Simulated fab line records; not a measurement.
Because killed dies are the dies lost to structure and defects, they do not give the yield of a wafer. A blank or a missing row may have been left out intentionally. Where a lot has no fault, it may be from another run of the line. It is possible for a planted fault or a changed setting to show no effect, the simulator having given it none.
Split-lot study | flow n5 finfet | on a route of 1938 steps: 7 lots, 21 wafers read

ABOUT THE SPLIT
At N5_BEOL_M11_EXPOSE_25 (exposes mask V10), the setting dose mj was moved away from the recipe's 85.5 on 8 of the 21 wafers read, by -5.5% to +6.7%. For the rest of the wafers, this setting stayed at what the recipe calls for.

FROM THE SPLIT TO THE READING: what the file shows between them, 2 steps
- N5_BEOL_M11_PEB_26: peb time 60 s
- N5_BEOL_M11_DEVELOP_27: develop time 30 s

THE READING
At N5_BEOL_M11_CD_MEAS_28: cd nm in nanometres, against a target cd of 70 nm. A value of 69.7 nm with a standard deviation of 0.81 nm is what fault-free wafers of this fab line usually give.

wafer  | tool, chamber at the split | dose mj as run | against the recipe | cd nm, nm | against lot-mates on the recipe
L074.4 | arfi scanner-01, 0         | 85.5           | recipe             | 68.9      | -
L074.5 | arfi scanner-01, 0         | 80.76          | -5.5%              | 64.8      | -4.3
L074.6 | arfi scanner-01, 0         | 85.5           | recipe             | 69.2      | -
L075.2 | arfi scanner-01, 0         | 85.5           | recipe             | 69.6      | -
L075.3 | arfi scanner-01, 0         | 85.5           | recipe             | 70.5      | -
L075.6 | arfi scanner-01, 0         | 91.27          | +6.7%              | 75.0      | +5.0
L078.2 | arfi scanner-02, 0         | 90.05          | +5.3%              | 72.9      | no lot-mate on the recipe
L078.4 | arfi scanner-02, 0         | 90.05          | +5.3%              | 73.5      | no lot-mate on the recipe
L078.6 | arfi scanner-02, 0         | 90.05          | +5.3%              | 73.9      | no lot-mate on the recipe
L080.1 | arfi scanner-01, 0         | 85.5           | recipe             | 69.6      | -
L080.4 | arfi scanner-01, 0         | 85.5           | recipe             | 70.2      | -
L080.5 | arfi scanner-01, 0         | 85.5           | recipe             | 70.1      | -
L084.3 | arfi scanner-01, 0         | 85.5           | recipe             | 68.5      | -
L084.4 | arfi scanner-01, 0         | 85.5           | recipe             | 68.2      | -
L084.5 | arfi scanner-01, 0         | 85.5           | recipe             | 68.6      | -
L088.1 | arfi scanner-01, 0         | 89.79          | +5.0%              | 74.0      | +5.0
L088.3 | arfi scanner-01, 0         | 89.79          | +5.0%              | 73.9      | +4.9
L088.4 | arfi scanner-01, 0         | 85.5           | recipe             | 69.0      | -
L096.1 | arfi scanner-02, 0         | 85.5           | recipe             | 69.4      | -
L096.2 | arfi scanner-02, 0         | 90.68          | +6.1%              | 75.9      | +6.3
L096.6 | arfi scanner-02, 0         | 85.5           | recipe             | 69.8      | -

THE FIT
A straight line over all 21 wafers: cd nm changes by +0.86 nm for each +1% of dose mj; r = +0.97; the points scatter about the line by 0.69 nm.
The same after taking each lot's own level away (the mean of its wafers on the recipe; 18 wafers): +0.876 nm for each +1%; r = +0.98; scatter 0.47 nm.
According to that fit, moving dose mj by its largest amount changes the reading by 5.9 nm.
The lots' own levels span 68.43 to 70.05 nm, that is 2.0 times the standard deviation above.
So the lot-to-lot level changes the slope little: the two slopes agree.
Check: with one of the wafers moved furthest among these (+6.7%) left out of the fit, the line predicts +6.43 nm for it against its lot-mates. Against them it came out at +4.95 nm.

FURTHER SPLITS ON THESE WAFERS
Note: prior to the reading, these wafers also went through further splits. Each is held against what the fit with the lots' levels taken away leaves over:
other split on the same wafers | wafers away from the commonest value | r with cd nm (lot level and that fit taken away)
N5_BEOL_M11_COAT_22 spin rpm   | 9                                    | -0.07

THE FILE'S OWN FIT
cd nm changes by +0.868 nm for each +1% of dose mj, r = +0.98.
